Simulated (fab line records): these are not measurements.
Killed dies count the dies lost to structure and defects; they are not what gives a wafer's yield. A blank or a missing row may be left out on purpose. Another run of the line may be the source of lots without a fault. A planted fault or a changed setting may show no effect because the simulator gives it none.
A struck lot beside a sound one -- flow nand-harc -- 41 steps out of a route of 1302
Sound: wafers L664.4, L664.5, L664.6. Struck: wafer L660.4. (L660.1, L660.3 of the same lot were not struck and are left out.) The cause comes at the end.
At each step with rows: each side's tool, then ch and its chambers, then its first start. Under that, the readings that differ: sound wafers -- struck wafers -- difference of the means -- sigmas: that difference in standard deviations of wafers without a fault.
alike: words and numbers the same on both sides, and readings whose means are apart by under 2 such deviations; not compared: readings that were withheld, readings missing a value for some wafer, numbers with overlapping values and no deviation given by the record, and bounds like >300 which may hide the same value.
A row with sigmas, a row that says differs or no value, or rows on one side alone: a step with any of these is where the two part. Numbers that have no deviation but don't overlap get no sigmas and don't part them. A reading that every wafer of one side lacks parts them only if that side has two wafers or more.

NHARC_A_M1_INSPECT_11:
  sound: defect-inspect-02 at day 30 23:31; struck: defect-inspect-01 at day 27 23:52
reading,sound,struck,difference,sigmas
raw-defect-count,67 65 52,146,+85,+2
then, 3 steps without rows for these wafers: NHARC_A_M1_DESCUM_14 (chemistry O2, time 3 s); NHARC_A_M1_ETCH_35 (etches the open film in N2/H2, target depth 40 nm, overetch 12 nm, time 43.94 s); NHARC_A_M1_ETCH_15 (etches the open film in C4F8/Ar, target depth 182.5 nm, time 91.2 s).
NHARC_A_M1_CD_MEAS_16:
  sound: cd-sem-01 at day 30 23:53; struck: cd-sem-03 at day 28 00:13
  alike: cd-nm
then, 4 steps without rows for these wafers: NHARC_A_M1_STRIP_18 (strips in N2/H2); NHARC_A_M1_ETCH_28 (etches the open film in CF4/N2, target depth 30 nm, time 72.99 s); NHARC_A_M1_STRIP_19 (strips in post etch residue remover, time 600 s); NHARC_A_M1_DEGAS_29 (time 60 s).
NHARC_A_M1_PRE_CLEAN_30: time 30 s.
  sound on pvd-sputter-02; struck on pvd-sputter-02
  alike: heater-power-w
then, 2 steps without rows for these wafers: NHARC_A_M1_PVD_20 (deposits TaN, target thk 5 nm, time 8.06 s); NHARC_A_M1_PVD_21 (deposits Cu, target thk 30 nm, time 20.49 s).
NHARC_A_M1_ECD_22: material Cu, target thk 400 nm.
  sound on ecd-cu-02 ch 0,1, day 31 01:05; struck on ecd-cu-02 ch 0,1, day 28 01:18
then, 2 steps without rows for these wafers: NHARC_A_M1_ANNEAL_31 (time 90 s); NHARC_A_M1_CMP_23 (polishes, t overpolish 20 s, target thk 154.34 nm).
NHARC_A_M1_THK_MEAS_24: measures by xrf.
  sound: film-metro-01 at day 31 02:01; struck: film-metro-02 at day 28 02:20
  alike: thk-nm
next, for these wafers, 1 step has no rows: NHARC_A_M1_SRD_25.
NHARC_A_M1_PRE_CLEAN_32: time 12 s.
  sound on pecvd-03 ch 0,1,2, day 31 02:17; struck on pecvd-03 ch 1, day 28 02:34
  alike: heater-power-w
then, 2 steps without rows for these wafers: NHARC_A_M1_DEP_33 (deposits SiCN, target thk 30 nm); NHARC_A_BONDPAD_DEP_00 (deposits SiCN, target thk 250 nm).
NHARC_A_BONDPAD_CMP_29: polishes SiCN, target thk 200 nm.
  sound on cmp-04 ch 0,1,2, day 31 03:22; struck on cmp-03 ch 2, day 28 03:36
  alike: motor-current-A
NHARC_A_BONDPAD_THK_MEAS_30: measures by ellipsometry.
  sound: film-metro-01 at day 31 03:32; struck: film-metro-01 at day 28 03:51
  alike: thk-nm
then, 10 steps without rows for these wafers: NHARC_A_BONDPAD_SRD_31; NHARC_A_BONDPAD_DEHYDRATE_01 (time 120 s); NHARC_A_BONDPAD_HMDS_02 (time 30 s); NHARC_A_BONDPAD_COAT_33 (time 65 s); NHARC_A_BONDPAD_COAT_03 (resist thk 600 nm); NHARC_A_BONDPAD_SOFTBAKE_04 (time 70 s); NHARC_A_BONDPAD_EBR_05; NHARC_A_BONDPAD_EXPOSE_06 (exposes mask A BPAD); NHARC_A_BONDPAD_PEB_07 (peb time 80 s); NHARC_A_BONDPAD_DEVELOP_08 (time 50 s).
NHARC_A_BONDPAD_CD_MEAS_09: the cd target is 500 nm.
  sound on cd-sem-02 ch 0, day 31 03:59; struck on cd-sem-03 ch 0, day 28 04:25
  alike: cd-nm
NHARC_A_BONDPAD_OVL_MEAS_35:
  sound: overlay-02 at day 31 04:04; struck: overlay-02 at day 28 04:30
reading,sound,struck,difference,sigmas
overlay-x-nm (nm),5 5 5,-11,-16,-3
  alike: overlay-y-nm
then, 3 steps without rows for these wafers: NHARC_A_BONDPAD_HARDBAKE_10 (time 65 s); NHARC_A_BONDPAD_DESCUM_11 (chemistry O2, time 3 s); NHARC_A_BONDPAD_ETCH_34 (etches the open film in N2/H2, target depth 60 nm, overetch 18 nm, time 65.91 s).
NHARC_A_BONDPAD_ETCH_12: etches the open film in CHF3/O2, target depth 220 nm, time 110 s.
  sound: rie-diel-13 ch 1,2,3; struck: rie-diel-10 ch 2
  alike: drypump-motor-current-A, oes-product-au, rf-vpp-V, showerhead-plenum-p-Torr, throttle-valve-pct
  not compared: rf-hours-counter-h
NHARC_A_BONDPAD_CD_MEAS_13:
  sound: cd-sem-01 at day 31 04:31; struck: cd-sem-03 at day 28 04:56
  alike: cd-nm
NHARC_A_BONDPAD_STRIP_15: strips in O2.
  sound on rie-diel-11 ch 2,3, day 31 04:34; struck on rie-diel-13 ch 0, day 28 05:01
reading,sound,struck,difference,sigmas
oes-product-au (a.u.),1.025 1.003 1.029,0.994,-0.025,-2
throttle-valve-pct (%),17.030 17.037 17.027,17.050,+0.019,+2
  alike: drypump-motor-current-A, rf-vpp-V, showerhead-plenum-p-Torr
  not compared: rf-hours-counter-h
NHARC_END_SORT_01:
  here the record holds rows for the struck wafers (prober-02 ch 0, day 29 10:22) but none for the sound ones

WHERE THEY PART
Earliest at NHARC_A_M1_INSPECT_11; latest, in this record, at NHARC_END_SORT_01.

WHY: what the simulator had put in
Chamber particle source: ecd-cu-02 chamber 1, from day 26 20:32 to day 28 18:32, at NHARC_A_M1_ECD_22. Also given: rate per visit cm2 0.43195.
